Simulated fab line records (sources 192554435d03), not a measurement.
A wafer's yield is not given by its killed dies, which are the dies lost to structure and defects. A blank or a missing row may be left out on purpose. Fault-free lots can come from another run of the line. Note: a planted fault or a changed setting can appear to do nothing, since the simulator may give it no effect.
A lot that was struck, set against a sound lot -- flow n5_finfet -- 23 out of 1938 route steps
Sound: wafers L781.1, L781.2, L781.5. Wafers struck: L794.2, L794.4, L794.5. The cause is given at the end.
At each step with rows: each side's tool, then ch and its chambers, then its first start. Under that, the readings that differ: sound wafers -- struck wafers -- difference of the means -- sigmas: that difference in standard deviations of wafers without a fault.
alike: readings whose means differ by less than 2 such deviations, and words and numbers that are the same on both sides. not compared: withheld readings, readings that some wafer has no value for, bounds like >300 that may hide the same value, and numbers for which the record gives no deviation and whose values overlap.
A row with sigmas, a row that says differs or no value, or rows on one side alone: a step with any of these is where the two part. Non-overlapping numbers with no deviation appear without sigmas and do not part them. Lack of a reading on every wafer of one side parts them only where that side has two or more wafers.

first, 11 steps without rows for these wafers: N5_BEOL_M5_DESCUM_16 (chemistry O2, time 7 s); N5_BEOL_M5_ETCH_72 (etches underlayer in N2/H2, target depth 6.5 nm, time 5.2 s); N5_BEOL_M5_ETCH_61 (etches SiARC in CF4, target depth 15.6 nm, time 26 s); N5_BEOL_M5_ETCH_62 (etches SOC in N2/H2, target depth 75 nm, overetch 15 nm, time 112.5 s); N5_BEOL_M5_STRIP_63 (strips in N2/H2); N5_BEOL_M5_STRIP_73 (strips in N2/H2); N5_BEOL_M5_STRIP_64 (strips in CF4); N5_BEOL_M5_HM_OPEN_17 (chemistry Cl2/BCl3, target TiN, target depth 20 nm, overetch 6 nm); N5_BEOL_M5_STRIP_19 (strips in O2); N5_BEOL_M5_COAT_65 (time 60 s, resist thk 60 nm); N5_BEOL_M5_COAT_66 (time 60 s, resist thk 12 nm).
N5_BEOL_M5_COAT_74: time 60 s, resist thk 5 nm.
  sound on litho_track-05 ch 0, day 9 18:41; struck on litho_track-05 ch 0, day 12 10:44
reading,sound,struck,difference,sigmas
spin_speed_rpm (rpm),1501.5 1499.9 1500.2,1826.4 1826.6 1825.9,+325.8,+99 or more
model.underlayer_of_BEOL_M5_COAT_74.thk_nm (nm),5 5 5,4.6 4.6 4.6,-0.4,
  alike: heater_power_total_W
then, 7 steps without rows for these wafers: N5_BEOL_M5_COAT_22 (resist thk 30 nm); N5_BEOL_M5_EBR_24; N5_BEOL_M5_SOFTBAKE_23 (time 60 s); N5_BEOL_M5_EXPOSE_25 (exposes mask V4, defocus 10 nm); N5_BEOL_M5_PEB_26 (peb time 60 s); N5_BEOL_M5_DEVELOP_27 (develop time 30 s); N5_BEOL_M5_DESCUM_33 (chemistry O2, time 7 s).
N5_BEOL_M5_ETCH_75: etches underlayer in N2/H2, target depth 6.5 nm, time 5.2 s.
  sound on rie_diel-04 ch 0,1, day 9 19:07; struck on rie_diel-04 ch 2,3, day 12 11:20
reading,sound,struck,difference,sigmas
etch_rf_on_time_s (s),5.14 5.14 5.09,4.84 4.54 4.52,-0.49,-3
oes_product_au (a.u.),0.62 0.60 0.62,0.68 0.85 0.86,+0.18,+3
model.CAR-EUV_of_BEOL_M5_COAT_22.thk_nm (nm),20.2 20.2 20.2,21 20.8 20.8,+1,
model.etch.depth_nm (nm),4.993 4.985 4.995,4.521 4.519 4.525,-0.469,
  alike: drypump_motor_current_A, rf_vpp_V, showerhead_plenum_p_Torr, throttle_valve_pct
  not compared: rf_hours_counter_h
N5_BEOL_M5_ETCH_67: etches SiARC in CF4, target depth 15.6 nm, time 26 s.
  sound on rie_diel-04 ch 0,1, day 9 19:08; struck on rie_diel-04 ch 2,3, day 12 11:22
reading,sound,struck,difference,sigmas
oes_product_au (a.u.),0.61 0.61 0.62,0.70 0.85 0.86,+0.19,+3
model.CAR-EUV_of_BEOL_M5_COAT_22.thk_nm (nm),11 11 10.8,11.8 11.6 11.6,+0.7,
  alike: drypump_motor_current_A, etch_rf_on_time_s, mfc_ar_sccm, rf_vpp_V, showerhead_plenum_p_Torr, throttle_valve_pct
  not compared: rf_hours_counter_h
then, 1 step without rows for these wafers: N5_BEOL_M5_ETCH_68 (etches SOC in N2/H2, target depth 80 nm, overetch 16 nm, time 120 s).
N5_PASSIVATION_PROBE_49:
  rows exist in the record for the sound wafers here (prober-01, day 13 22:30), none for the struck ones

== WHERE THEY PART ==
At N5_BEOL_M5_COAT_74 first; at N5_PASSIVATION_PROBE_49 last (within this record only).

WHY: what had been put in by the simulator
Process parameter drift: litho_track-05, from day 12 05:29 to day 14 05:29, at N5_BEOL_M5_COAT_74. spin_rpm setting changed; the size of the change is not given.
